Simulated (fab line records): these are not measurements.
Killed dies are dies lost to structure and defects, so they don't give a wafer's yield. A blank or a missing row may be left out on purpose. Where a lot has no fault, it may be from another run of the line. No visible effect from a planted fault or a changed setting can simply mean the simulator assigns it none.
fab line records	flow n5-finfet
[record] lots = 11	wafers = 30	last-day = 18
route steps=1938 shown BEOL_M6@1233 PASSIVATION@1909
lots that met no fault: taken from a fault-free run of the same line
start-h: hours from the record's first day to the start of the lot's first wafer shown	wait-h: how many hours have passed since the lot's step before this one	" unchanged from the row above	L1.1+2: several wafers, shown together as one row	- no value, or no start was given	* or withheld: withheld	< > ~ a bound
route shown NAME@n: a module of which the file shows steps, and the number in the route of the first	usual: the fault-free wafers' mean and standard deviation	same: alike in all rows	chamber/n: place in a boat	sites: per-site readings	_std_site: standard deviation of those values	_edge_site: mean of outer sites minus mean of inner sites	radius-mm: how far each site lies from the wafer's centre	mask NAME#n: copy n	behind: the most recent tool/chamber to have shaped the wafer	hold: why the lot went on hold/how many hours it stayed there/how the hold came to an end	device: names the non-switching transistor (n, p or np)	end of line: tests run on the same wafers once the route is complete	for a step that has no rows: nothing shown but its recipe	killed: at the first sort, the dies lost to defects and structure; wafer yield is something else	map: a wafer's dies, x killed, . not, _ none there
set.NAME: setting as actually run; set.NAME@STEP: the setting as run at that earlier step	model.NAME: the simulator's own value behind a step, which no gauge read
route steps across a sampled set of lots; one table per step, one row per wafer
services: when a tool's chamber went out of use (start-h, in hours from the record's first day, below 0 if earlier), for how many hours, and the reason
[[steps]]
[step N5_BEOL_M6_ETCH_66]
[recipe] chemistry = N2/H2	target = SOC	target-depth-a = 800	overetch-a = 160	mask-material = SiARC	temp-c = 40	time-s = 120	ion-energy-ev = 200	pressure-mtorr = 30	source-w = 840	bias-w = 150	n2-flow-sccm = 200	h2-flow-sccm = 200
[usual] drypump-motor-current-A = 5.4/0.47	oes-product-au = 0.61/0.045	rf-vpp-V = 525.6/2.2	showerhead-plenum-p-Torr = 2.61/0.073	throttle-valve-pct = 17.88/0.26
lot.wafer	tool	chamber	start-h	wait-h	drypump-motor-current-A	oes-product-au	rf-hours-counter-h	rf-vpp-V	showerhead-plenum-p-Torr	throttle-valve-pct
L244.1	rie-diel-02	2	185.73	0.0	6.4	0.65	56	527.9	2.66	17.52
L244.4	"	1	"	"	5.0	0.62	-	528.1	2.69	17.87
L244.6	"	2	"	"	6.4	0.65	-	528.4	2.66	17.52
L246.5	rie-diel-02	2	198.70	0.0	6.4	0.64	-	527.5	2.66	17.51
L246.6	"	1	"	"	5.0	0.61	-	527.8	2.69	17.88
L245.3	rie-diel-05	3	202.42	0.0	5.1	0.63	90	524.3	2.60	18.17
L245.4	"	0	"	"	5.4	0.66	-	521.1	2.46	17.87
L245.5	"	3	"	"	5.1	0.63	-	524.0	2.60	18.18
L252.1	rie-diel-02	0	232.24	0.0	4.9	0.58	167	523.9	2.55	17.91
L252.3	"	2	"	"	6.3	0.64	70	528.3	2.65	17.54
L252.4	"	3	"	"	5.2	0.57	146	522.5	2.56	17.99
L253.1	rie-diel-02	0	247.34	0.0	4.8	0.57	174	524.0	2.55	17.92
L253.4	"	3	"	"	5.2	0.57	152	524.0	2.56	18.00
L253.6	"	1	"	"	5.0	0.60	-	526.8	2.68	17.92
L258.4	rie-diel-01	0	276.72	0.0	6.0	0.71	18	529.3	2.72	17.68
L258.5	"	2	"	"	5.2	0.59	-	525.1	2.56	17.59
L262.2	rie-diel-05	2	311.09	0.0	5.2	0.69	31	525.3	2.61	17.64
L262.4	"	0	"	"	5.4	0.63	100	522.6	2.44	17.95
L262.6	"	3	"	"	5.1	0.61	-	524.5	2.58	18.23
L264.1	rie-diel-01	3	317.59	0.0	5.7	0.56	172	522.7	2.53	18.23
L264.4	"	2	"	"	5.2	0.59	139	525.7	2.56	17.63
L264.6	"	1	"	"	5.7	0.62	-	527.7	2.69	18.22
L261.3	rie-diel-02	0	325.81	0.0	4.9	0.56	202	524.1	2.54	17.97
L261.4	"	2	"	"	6.4	0.60	100	525.2	2.64	17.57
L265.1	rie-diel-02	0	331.58	0.0	4.9	0.55	203	523.6	2.54	17.96
L265.4	"	3	"	"	5.2	0.55	181	524.7	2.55	18.06
L265.6	"	3	"	"	5.2	0.54	-	522.9	2.55	18.03
L266.2	rie-diel-02	1	348.09	0.0	5.0	0.58	156	527.7	2.67	17.96
L266.5	"	1	"	"	5.0	0.57	-	528.7	2.67	17.96
L266.6	"	2	"	"	6.3	0.60	-	526.3	2.64	17.58
[step N5_PASSIVATION_AL_ETCH_33]
[recipe] chemistry = Cl2/BCl3	target-depth-a = 28000	over-etch-frac = 0.15	Cl2_flow_sccm = 180	bcl3-flow-sccm = 60	target = Al	stop-on = TaN	time-s = 466.7	ion-energy-ev = 100	pressure-mtorr = 10	icp-w = 900	bias-w = 100
[usual] drypump-motor-current-A = 5.7/0.39	oes-product-au = 0.71/0.064	throttle-valve-pct = 34.1/0.42
lot.wafer	tool	chamber	start-h	wait-h	drypump-motor-current-A	oes-product-au	rf-hours-counter-h	throttle-valve-pct
L244.1	rie-metal-02	1	261.87	0.1	6.3	0.68	47	33.5
L244.4	"	1	"	"	6.3	0.68	-	33.5
L244.6	"	1	"	"	6.3	0.68	-	33.5
L246.5	rie-metal-02	1	275.58	0.3	6.3	0.68	-	33.5
L246.6	"	0	"	"	5.6	0.66	-	34.0
L245.3	rie-metal-01	0	282.81	0.2	5.2	0.80	-	34.2
L245.4	"	1	"	"	5.5	0.83	-	34.7
L245.5	"	1	"	"	5.5	0.84	-	34.8
L252.1	rie-metal-03	1	307.91	0.1	5.9	0.69	50	34.5
L252.3	"	0	"	"	5.6	0.68	-	34.0
L252.4	"	1	"	"	6.0	0.69	-	34.5
L253.1	rie-metal-01	0	337.86	0.1	5.2	0.75	24	34.3
L253.4	"	0	"	"	5.2	0.76	-	34.3
L253.6	"	1	"	"	5.5	0.81	-	34.7
L258.4	rie-metal-03	1	352.38	0.2	5.9	0.67	-	34.5
L258.5	"	1	"	"	5.9	0.68	-	34.5
L264.1	rie-metal-02	1	395.40	0.1	6.3	0.65	58	33.6
L264.4	"	1	"	"	6.3	0.64	-	33.6
L264.6	"	0	"	"	5.6	0.65	-	34.0
L261.3	rie-metal-01	1	402.99	0.2	5.5	0.78	-	34.8
L261.4	"	0	"	"	5.2	0.75	-	34.3
L262.2	rie-metal-02	0	415.79	0.1	5.6	0.64	67	34.0
L262.4	"	0	"	"	5.6	0.64	-	34.0
L262.6	"	1	"	"	6.4	0.65	-	33.5
L265.1	rie-metal-03	1	419.44	0.1	5.9	0.66	58	34.5
L265.4	"	0	"	"	5.6	0.65	-	34.0
L265.6	"	0	"	"	5.6	0.66	-	34.0
L266.2	rie-metal-01	1	427.28	0.1	5.5	0.79	20	34.8
L266.5	"	0	"	"	5.2	0.74	-	34.3
L266.6	"	1	"	"	5.5	0.78	-	34.8
[step N5_PASSIVATION_OVL_MEAS_66]
[recipe] points-per-wafer = 44
[usual] PASS_OPEN_OVL = -3/5
lot.wafer	tool	chamber	start-h	wait-h	PASS_OPEN_OVL[nm]
L244.1	overlay-02	0	263.46	0.0	5
L244.4	"	0	"	"	1
L244.6	"	0	"	"	-2
L246.5	overlay-02	0	276.94	0.0	5
L246.6	"	0	"	"	-1
L245.3	overlay-02	0	284.40	0.1	5
L245.4	"	0	"	"	-2
L245.5	"	0	"	"	-3
L252.1	overlay-02	0	309.51	0.0	-7
L252.3	"	0	"	"	2
L252.4	"	0	"	"	-2
L253.1	overlay-01	0	339.46	0.0	-15
L253.4	"	0	"	"	-5
L253.6	"	0	"	"	-7
L258.4	overlay-01	0	353.97	0.0	1
L258.5	"	0	"	"	-3
L264.1	overlay-02	0	397.27	0.0	-1
L264.4	"	0	"	"	-5
L264.6	"	0	"	"	5
L261.3	overlay-02	0	404.68	0.0	-5
L261.4	"	0	"	"	-7
L262.2	overlay-01	0	417.51	0.0	-6
L262.4	"	0	"	"	-6
L262.6	"	0	"	"	-4
L265.1	overlay-01	0	421.16	0.0	-1
L265.4	"	0	"	"	0
L265.6	"	0	"	"	4
L266.2	overlay-01	0	429.14	0.0	-3
L266.5	"	0	"	"	-2
L266.6	"	0	"	"	-1
[step N5_PASSIVATION_DESCUM_46]
[recipe] chemistry = O2	time-s = 7.9	source-power-w = 50	bias-power-w = 20	pressure-mtorr = 20	rf-frequency-hz = 2.712e+07	temp-c = 40	o2-flow-sccm = 225
[usual] bias-power-w = 20.00/0.058	drypump-motor-current-A = 5.4/0.46	oes-product-au = 0.78/0.06	rf-vpp-V = 243.8/1.2	showerhead-plenum-p-Torr = 2.13/0.062	throttle-valve-pct = 20.46/0.22
lot.wafer	tool	chamber	start-h	wait-h	bias-power-w	drypump-motor-current-A	oes-product-au	rf-hours-counter-h	rf-vpp-V	showerhead-plenum-p-Torr	throttle-valve-pct
L244.1	rie-diel-05	0	263.77	0.3	19.92	5.4	0.84	86	242.4	2.02	20.49
L244.4	"	3	"	"	19.89	5.1	0.80	113	243.3	2.12	20.65
L244.6	"	1	"	"	20.00	5.6	0.74	-	245.2	2.22	20.28
L246.5	rie-diel-01	3	277.05	0.1	20.06	5.7	0.73	-	242.5	2.09	20.80
L246.6	"	0	"	"	20.01	6.0	0.94	-	245.2	2.21	20.11
L245.3	rie-diel-02	1	284.47	0.0	19.99	5.0	0.77	134	242.4	2.21	20.60
L245.4	"	3	"	"	19.93	5.2	0.72	165	244.9	2.10	20.61
L245.5	"	2	"	"	20.12	6.3	0.82	-	246.1	2.18	20.27
L252.1	rie-diel-02	2	309.57	0.0	20.02	6.4	0.81	95	244.3	2.18	20.26
L252.3	"	0	"	"	19.90	4.9	0.74	194	242.4	2.08	20.43
L252.4	"	1	"	"	19.99	5.0	0.75	141	245.6	2.21	20.59
L253.1	rie-diel-05	1	339.52	0.0	19.96	5.6	0.72	192	245.7	2.21	20.31
L253.4	"	2	"	"	19.97	5.2	0.89	41	244.9	2.14	20.15
L253.6	"	3	"	"	19.90	5.1	0.78	-	242.7	2.11	20.71
L258.4	rie-diel-05	3	354.02	0.0	20.01	5.1	0.78	140	244.6	2.11	20.69
L258.5	"	3	"	"	19.92	5.1	0.79	-	243.9	2.11	20.69
L264.1	rie-diel-01	2	397.33	0.0	20.06	5.2	0.72	166	243.4	2.06	20.06
L264.4	"	1	"	"	20.08	5.7	0.77	103	245.5	2.19	20.75
L264.6	"	1	"	"	20.02	5.7	0.78	-	245.2	2.19	20.75
L261.3	rie-diel-02	2	404.74	0.0	19.95	6.3	0.77	126	243.8	2.17	20.31
L261.4	"	0	"	"	20.03	4.8	0.71	227	241.0	2.06	20.48
L262.2	rie-diel-05	3	417.76	0.2	19.99	5.1	0.77	160	242.9	2.10	20.71
L262.4	"	2	"	"	20.02	5.2	0.85	64	243.2	2.13	20.17
L262.6	"	1	"	"	20.04	5.6	0.71	-	244.3	2.20	20.33
L265.1	rie-diel-05	1	421.22	0.0	19.97	5.6	0.70	216	243.3	2.20	20.35
L265.4	"	3	"	"	20.04	5.1	0.77	161	242.4	2.10	20.70
L265.6	"	2	"	"	19.95	5.1	0.85	-	244.1	2.13	20.17
L266.2	rie-diel-01	3	429.39	0.2	19.96	5.7	0.70	209	243.0	2.08	20.88
L266.5	"	3	"	"	19.94	5.7	0.71	-	242.9	2.08	20.88
L266.6	"	0	"	"	19.98	6.0	0.86	-	244.8	2.19	20.21
[step N5_PASSIVATION_PROBE_49]
[usual] defect-limited-yield = 90.9/1.6	killed_at_M0_to_M3 = 34/10	killed_at_M4_up = 13/5.4	killed-at-contacts = 13/6	killed-at-front-end = 42/13	killed-at-other = 4/3.2	killed-dies = 107/18	killed-on-rim = 14/4.2	killed-open = 69/14	killed-short = 35/7.7	sort_bin_5_function = 5.3/1	sort_bin_6_memory = 3.3/0.75	sort_bin_8_speed = 0.00/0.015	sort-n-pass = 1073/19	sort-yield-pct = 90.9/1.6
[same] gross-dies = 1180	killed-at-back-side = 0	sort_bin_4_leakage[%] = 0
lot.wafer	tool	chamber	start-h	wait-h	defect-limited-yield[%]	killed_at_M0_to_M3	killed_at_M4_up	killed-at-contacts	killed-at-front-end	killed-at-other	killed-dies	killed-on-rim	killed-open	killed-short	sort_bin_5_function[%]	sort_bin_6_memory[%]	sort_bin_8_speed[%]	sort-n-pass	sort-yield-pct[%]
L244.1	prober-02	-	266.84	0.0	90.1	37	10	22	48	0	117	16	70	42	5.6	3.3	0	1063	90.1
L244.4	prober-02	-	266.99	0.2	89.5	28	11	26	55	4	124	14	79	43	5.3	4.8	0	1056	89.5
L244.6	prober-02	-	267.09	0.3	91.6	17	9	18	54	1	99	14	66	24	4.7	3.1	0	1081	91.6
L246.5	prober-02	-	280.29	0.2	89.8	45	12	13	48	2	120	19	79	31	6.1	3.1	0	1060	89.8
L246.6	prober-02	-	280.34	0.3	91.7	36	17	7	36	2	98	12	63	33	5.1	3.1	0	1082	91.7
L245.3	prober-01	-	287.61	0.1	93.4	25	14	15	23	1	78	12	55	22	3.1	3.2	0	1102	93.4
L245.4	prober-01	-	287.66	0.2	91.9	30	13	17	32	3	95	9	58	34	5.3	2.6	0	1085	91.9
L245.5	prober-01	-	287.71	0.2	91.8	37	12	13	32	3	97	14	61	35	3.9	3.8	0	1083	91.8
L252.1	prober-02	-	312.61	0.0	89.1	28	71	1	29	0	129	31	37	23	6.4	2.4	0	1051	89.1
L252.3	prober-02	-	312.71	0.1	84.1	24	128	5	24	7	188	25	43	33	9.9	3.7	0	992	84.1
L252.4	prober-02	-	312.76	0.2	89.6	26	67	2	24	4	123	18	39	30	6.2	2.1	0	1057	89.6
L253.1	prober-01	-	342.57	0.0	84.2	21	80	17	61	7	186	33	77	41	9.3	4.7	0	994	84.2
L253.4	prober-01	-	342.72	0.2	86.0	32	70	20	42	1	165	28	74	32	8.6	3.4	0	1015	86.0
L253.6	prober-01	-	342.82	0.3	86.4	35	64	17	42	2	160	29	63	38	8.6	2.8	0	1020	86.4
L258.4	prober-02	-	357.22	0.2	92.8	28	20	3	30	4	85	13	51	31	3.7	2.7	0	1095	92.8
L258.5	prober-02	-	357.27	0.2	93.1	24	23	6	23	6	82	10	61	20	4.2	2.6	0	1098	93.1
L264.1	prober-02	-	400.77	0.0	90.8	26	20	13	46	3	108	16	70	33	5.8	2.9	0	1072	90.8
L264.4	prober-02	-	400.92	0.2	93.1	20	16	13	31	1	81	12	56	25	4.2	2.4	0	1099	93.1
L264.6	prober-02	-	401.02	0.3	92.7	29	13	9	33	2	86	10	44	38	3.9	2.7	0	1094	92.7
L261.3	prober-02	-	407.88	0.1	88.7	40	21	17	54	1	133	18	99	30	6.7	4.2	0.08	1047	88.7
L261.4	prober-02	-	407.93	0.2	91.8	25	15	11	45	1	97	13	56	40	4.9	3.1	0	1083	91.8
L262.2	prober-02	-	420.85	0.1	90.6	33	16	6	55	1	111	19	73	36	5.4	3.6	0	1069	90.6
L262.4	prober-02	-	420.95	0.2	90.4	41	6	26	31	9	113	15	70	41	4.9	4.2	0	1067	90.4
L262.6	prober-02	-	421.05	0.3	92.9	17	12	13	39	3	84	13	52	30	3.8	3.2	0	1096	92.9
L265.1	prober-01	-	424.68	0.0	89.8	55	17	8	38	2	120	17	87	27	5.2	4.2	0	1060	89.8
L265.4	prober-01	-	424.83	0.2	88.6	43	21	13	56	2	135	19	78	53	6.9	3.6	0	1045	88.6
L265.6	prober-01	-	424.93	0.3	88.7	54	15	18	42	4	133	18	86	38	6.9	3.6	0	1047	88.7
L266.2	prober-02	-	432.52	0.1	89.7	24	17	8	65	7	121	19	72	43	5.8	4.3	0	1059	89.7
L266.5	prober-02	-	432.67	0.2	89.4	19	14	27	59	6	125	24	81	38	6.2	4.2	0	1055	89.4
L266.6	prober-02	-	432.72	0.3	89.1	33	17	21	48	10	129	17	86	36	5.5	5.1	0	1051	89.1
// killed by level:class
L244.1 MOL_CONTACT_COAG:geometric-particle:open=14 STI_FIN_REVEAL:geometric-particle:open=12 BEOL_M0_SAQP:geometric-particle:open=11 BEOL_M0_SAQP:geometric-particle:short=10 MOL_CONTACT_COAG:geometric-particle:short=8 FIN_SAQP:geometric-particle:open=7 FIN_SAQP:geometric-particle:short=6 GATE_CUT:geometric-particle:open=6
L244.4 MOL_CONTACT_COAG:geometric-particle:open=24 FIN_SAQP:geometric-particle:short=19 STI_FIN_REVEAL:geometric-particle:open=18 BEOL_M0_SAQP:geometric-particle:open=13 BEOL_M0_SAQP:geometric-particle:short=8 GATE_CUT:geometric-particle:short=5 BEOL_M6:geometric-particle:open=4 FIN_SAQP:geometric-particle:open=3
L244.6 FIN_SAQP:geometric-particle:open=17 MOL_CONTACT_COAG:geometric-particle:open=16 STI_FIN_REVEAL:geometric-particle:open=13 BEOL_M4:geometric-particle:open=5 FIN_SAQP:geometric-particle:short=4 GATE_CUT:geometric-particle:short=4 BEOL_M0_SAQP:geometric-particle:open=4 BEOL_M0_SAQP:geometric-particle:short=4
L246.5 MOL_CONTACT_COAG:geometric-particle:open=11 DUMMY_GATE:geometric-particle:open=10 BEOL_M0_SAQP:geometric-particle:open=8 BEOL_M0_SAQP:geometric-particle:short=8 BEOL_M1:geometric-particle:open=8 HKMG_FIN:area-etch=8 STI_FIN_REVEAL:geometric-particle:open=7 FIN_SAQP:geometric-particle:open=6
L246.6 BEOL_M1:geometric-particle:open=14 DUMMY_GATE:geometric-particle:open=9 BEOL_M0_SAQP:geometric-particle:short=9 BEOL_M4:geometric-particle:open=9 STI_FIN_REVEAL:geometric-particle:open=7 BEOL_M0_SAQP:geometric-particle:open=7 FIN_SAQP:geometric-particle:short=5 FIN_SAQP:geometric-particle:open=3
L245.3 MOL_CONTACT_COAG:geometric-particle:open=13 FIN_SAQP:geometric-particle:short=10 BEOL_M2:geometric-particle:open=8 BEOL_M0_SAQP:geometric-particle:open=5 STI_FIN_REVEAL:geometric-particle:open=4 BEOL_M5:geometric-particle:open=4 ILD0:geometric-particle:open=3 BEOL_M1:geometric-particle:open=3
L245.4 MOL_CONTACT_COAG:geometric-particle:open=11 BEOL_M1:geometric-particle:open=8 BEOL_M2:geometric-particle:open=7 MOL_CONTACT_COAG:geometric-particle:short=6 FIN_SAQP:geometric-particle:short=4 STI_FIN_REVEAL:geometric-particle:open=4 DUMMY_GATE:geometric-particle:open=4 BEOL_M0_SAQP:geometric-particle:short=4
L245.5 BEOL_M1:geometric-particle:open=13 MOL_CONTACT_COAG:geometric-particle:open=11 BEOL_M0_SAQP:geometric-particle:short=10 ILD0:geometric-particle:open=7 ILD0:geometric-particle:short=6 FIN_SAQP:geometric-particle:short=5 BEOL_M0_SAQP:geometric-particle:open=5 BEOL_M1:geometric-particle:short=5
L252.1 BEOL_M6:unspecified=63 FIN_SAQP:geometric-particle:short=6 BEOL_M0_SAQP:geometric-particle:open=6 BEOL_M0_SAQP:geometric-particle:short=6 FIN_SAQP:geometric-particle:open=5 HKMG_FIN:area-etch=5 DUMMY_GATE:geometric-particle:open=4 BEOL_M1:geometric-particle:open=4
L252.3 BEOL_M6:unspecified=110 BEOL_M0_SAQP:geometric-particle:open=6 BEOL_M0_SAQP:geometric-particle:short=5 BEOL_M2:geometric-particle:open=5 ILD0:geometric-particle:open=4 BEOL_M4:geometric-particle:short=4 BEOL_M4:geometric-particle:open=4 FIN_SAQP:geometric-particle:short=3
L252.4 BEOL_M6:unspecified=54 BEOL_M0_SAQP:geometric-particle:open=7 FIN_SAQP:geometric-particle:short=5 BEOL_M0_SAQP:geometric-particle:short=5 BEOL_M4:geometric-particle:open=5 STARTING-WAFER:geometric-particle:short=5 FIN_SAQP:geometric-particle:open=4 BEOL_M1:geometric-particle:open=4
L253.1 BEOL_M6:unspecified=64 STI_FIN_REVEAL:geometric-particle:open=16 FIN_SAQP:geometric-particle:open=14 MOL_CONTACT_COAG:geometric-particle:open=13 FIN_SAQP:geometric-particle:short=11 BEOL_M0_SAQP:geometric-particle:short=5 GATE_CUT:geometric-particle:open=5 GATE_CUT:geometric-particle:short=4
L253.4 BEOL_M6:unspecified=59 MOL_CONTACT_COAG:geometric-particle:open=16 STI_FIN_REVEAL:geometric-particle:open=10 BEOL_M2:geometric-particle:open=8 DUMMY_GATE:geometric-particle:open=7 FIN_SAQP:geometric-particle:open=6 BEOL_M3:geometric-particle:short=6 FIN_SAQP:geometric-particle:short=5
L253.6 BEOL_M6:unspecified=58 MOL_CONTACT_COAG:geometric-particle:open=14 FIN_SAQP:geometric-particle:open=13 FIN_SAQP:geometric-particle:short=9 BEOL_M0_SAQP:geometric-particle:open=9 DUMMY_GATE:geometric-particle:open=8 BEOL_M0_SAQP:geometric-particle:short=7 BEOL_M2:geometric-particle:short=4
L258.4 BEOL_M4:geometric-particle:open=7 BEOL_M0_SAQP:geometric-particle:short=6 BEOL_M0_SAQP:geometric-particle:open=5 BEOL_M3:geometric-particle:open=5 BEOL_M5:geometric-particle:open=5 DUMMY_GATE:geometric-particle:open=4 ILD0:geometric-particle:short=4 GATE_CUT:geometric-particle:short=4
L258.5 BEOL_M2:geometric-particle:open=8 BEOL_M5:geometric-particle:open=6 STI_FIN_REVEAL:geometric-particle:open=6 FIN_SAQP:geometric-particle:short=5 MOL_CONTACT_COAG:geometric-particle:open=5 BEOL_M8:geometric-particle:open=5 BEOL_M1:geometric-particle:open=4 BEOL_M4:geometric-particle:open=4
L264.1 STI_FIN_REVEAL:geometric-particle:open=20 MOL_CONTACT_COAG:geometric-particle:open=9 BEOL_M4:geometric-particle:open=8 BEOL_M2:geometric-particle:open=8 STI_FIN_REVEAL:geometric-particle:short=6 FIN_SAQP:geometric-particle:open=4 BEOL_M0_SAQP:geometric-particle:open=4 MOL_CONTACT_COAG:geometric-particle:short=4
L264.4 STI_FIN_REVEAL:geometric-particle:open=13 MOL_CONTACT_COAG:geometric-particle:open=10 BEOL_M4:geometric-particle:open=10 BEOL_M3:geometric-particle:open=5 FIN_SAQP:geometric-particle:short=4 STI_FIN_REVEAL:geometric-particle:short=4 MOL_CONTACT_COAG:geometric-particle:short=3 BEOL_M1:geometric-particle:open=3
L264.6 STI_FIN_REVEAL:geometric-particle:open=11 MOL_CONTACT_COAG:geometric-particle:open=7 BEOL_M0_SAQP:geometric-particle:short=7 STARTING-WAFER:geometric-particle:short=7 BEOL_M1:geometric-particle:short=6 BEOL_M2:geometric-particle:short=5 BEOL_M4:geometric-particle:open=5 BEOL_M2:geometric-particle:open=4
L261.3 STI_FIN_REVEAL:geometric-particle:open=17 BEOL_M0_SAQP:geometric-particle:open=15 MOL_CONTACT_COAG:geometric-particle:open=13 FIN_SAQP:geometric-particle:open=12 BEOL_M0_SAQP:geometric-particle:short=9 BEOL_M7:geometric-particle:open=7 FIN_SAQP:geometric-particle:short=6 BEOL_M3:geometric-particle:open=6
L261.4 MOL_CONTACT_COAG:geometric-particle:open=10 BEOL_M2:geometric-particle:short=8 DUMMY_GATE:geometric-particle:open=7 FIN_SAQP:geometric-particle:short=5 FIN_SAQP:geometric-particle:open=5 STARTING-WAFER:geometric-particle:short=5 STI_FIN_REVEAL:geometric-particle:open=5 BEOL_M0_SAQP:geometric-particle:short=5
L262.2 FIN_SAQP:geometric-particle:short=12 STI_FIN_REVEAL:geometric-particle:open=11 FIN_SAQP:geometric-particle:open=7 BEOL_M1:geometric-particle:open=7 BEOL_M2:geometric-particle:open=7 DUMMY_GATE:geometric-particle:open=6 BEOL_M3:geometric-particle:open=6 MOL_CONTACT_COAG:geometric-particle:open=5
L262.4 MOL_CONTACT_COAG:geometric-particle:open=20 FIN_SAQP:geometric-particle:short=8 STI_FIN_REVEAL:geometric-particle:open=7 BEOL_M0_SAQP:geometric-particle:short=7 BEOL_M2:geometric-particle:open=7 BEOL_M3:geometric-particle:open=7 BEOL_M0_SAQP:geometric-particle:open=6 PAD_METAL:geometric-particle:short=6
L262.6 FIN_SAQP:geometric-particle:open=13 MOL_CONTACT_COAG:geometric-particle:open=10 FIN_SAQP:geometric-particle:short=9 BEOL_M4:geometric-particle:short=7 STI_FIN_REVEAL:geometric-particle:open=4 DUMMY_GATE:geometric-particle:open=4 BEOL_M2:geometric-particle:open=4 MOL_CONTACT_COAG:geometric-particle:short=3
L265.1 BEOL_M2:geometric-particle:open=18 BEOL_M0_SAQP:geometric-particle:open=10 FIN_SAQP:geometric-particle:open=8 BEOL_M4:geometric-particle:open=8 MOL_CONTACT_COAG:geometric-particle:open=7 BEOL_M1:geometric-particle:open=7 STI_FIN_REVEAL:geometric-particle:open=6 BEOL_M0_SAQP:geometric-particle:short=5
L265.4 BEOL_M0_SAQP:geometric-particle:short=13 FIN_SAQP:geometric-particle:open=10 STI_FIN_REVEAL:geometric-particle:open=10 BEOL_M4:geometric-particle:open=10 FIN_SAQP:geometric-particle:short=9 BEOL_M0_SAQP:geometric-particle:open=9 BEOL_M2:geometric-particle:open=9 MOL_CONTACT_COAG:geometric-particle:open=8
L265.6 BEOL_M0_SAQP:geometric-particle:open=15 MOL_CONTACT_COAG:geometric-particle:open=13 BEOL_M0_SAQP:geometric-particle:short=13 BEOL_M4:geometric-particle:open=10 BEOL_M2:geometric-particle:open=9 DUMMY_GATE:geometric-particle:open=7 FIN_SAQP:geometric-particle:open=5 STI_FIN_REVEAL:geometric-particle:open=5
L266.2 FIN_SAQP:geometric-particle:short=18 STI_FIN_REVEAL:geometric-particle:open=16 BEOL_M3:geometric-particle:open=16 BEOL_M4:geometric-particle:open=8 FIN_SAQP:geometric-particle:open=6 STI_FIN_REVEAL:geometric-particle:short=6 MOL_CONTACT_COAG:geometric-particle:open=6 DUMMY_GATE:geometric-particle:open=5
L266.5 MOL_CONTACT_COAG:geometric-particle:open=20 FIN_SAQP:geometric-particle:open=15 STI_FIN_REVEAL:geometric-particle:open=11 BEOL_M4:geometric-particle:open=8 FIN_SAQP:geometric-particle:short=7 MOL_CONTACT_COAG:geometric-particle:short=7 GATE_CUT:geometric-particle:short=5 BEOL_M2:geometric-particle:open=5
L266.6 STI_FIN_REVEAL:geometric-particle:open=15 MOL_CONTACT_COAG:geometric-particle:open=15 FIN_SAQP:geometric-particle:open=11 BEOL_M2:geometric-particle:short=10 BEOL_M3:geometric-particle:open=8 BEOL_M4:geometric-particle:open=8 FIN_SAQP:geometric-particle:short=6 MOL_CONTACT_COAG:geometric-particle:short=5
[[services]]
tool	chamber	start-h	hours	kind
rie-metal-01	-	167.32	2.4	repair
rie-diel-02	1	170.92	3.2	repair
rie-diel-05	2	185.33	-	clean
rie-diel-05	2	185.33	-	consumable-replace:focus-ring
rie-diel-05	2	185.33	22.6	scheduled-down
rie-diel-05	2	185.33	22.6	vent-cycle
rie-diel-01	0	194.65	-	clean
rie-diel-01	0	194.65	-	consumable-replace:focus-ring
rie-diel-01	0	194.65	-	consumable-replace:showerhead
rie-diel-01	0	194.65	18.3	scheduled-down
rie-diel-01	0	194.65	18.3	vent-cycle
rie-diel-02	-	201.05	2.8	pm
rie-diel-05	3	264.39	4.8	repair
rie-metal-01	-	272.73	0.1	repair
rie-diel-05	-	272.79	2.8	pm
rie-diel-01	1	293.56	7.0	repair
rie-diel-05	0	301.41	5.1	repair
rie-metal-02	-	307.13	0.8	repair
rie-diel-02	2	322.94	2.0	repair
rie-metal-03	1	354.96	15.2	repair
rie-diel-05	0	366.04	5.1	repair
rie-diel-01	-	373.38	0.9	repair
rie-metal-02	1	380.45	2.3	repair
rie-metal-03	1	422.02	2.7	repair
[[key]]
[first-sign] step = N5_PASSIVATION_PROBE_49	reading = killed_at_M4_up	direction = up	sigmas = 12	usual = 13	struck = 80
[effect] step = N5_PASSIVATION_PROBE_49	reading = killed-dies	direction = up	sigmas = 2.8	usual = 107	struck = 158
[more-kills-born-at] N5_BEOL_M6_ETCH_66@rie-diel-02 = 408
met-at N5_BEOL_M6_ETCH_66
struck-lots L252,L253
not-acting-at N5_PASSIVATION_AL_ETCH_33,N5_PASSIVATION_OVL_MEAS_66,N5_PASSIVATION_DESCUM_46
onset-between 198.70 232.24
[fault] kind = chamber-particle-source	tool = rie-diel-02	chamber = -	onset-h = 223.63	steps = N5_BEOL_M6_ETCH_66	rate-per-visit-cm2 = 0.67691	end-h = 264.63
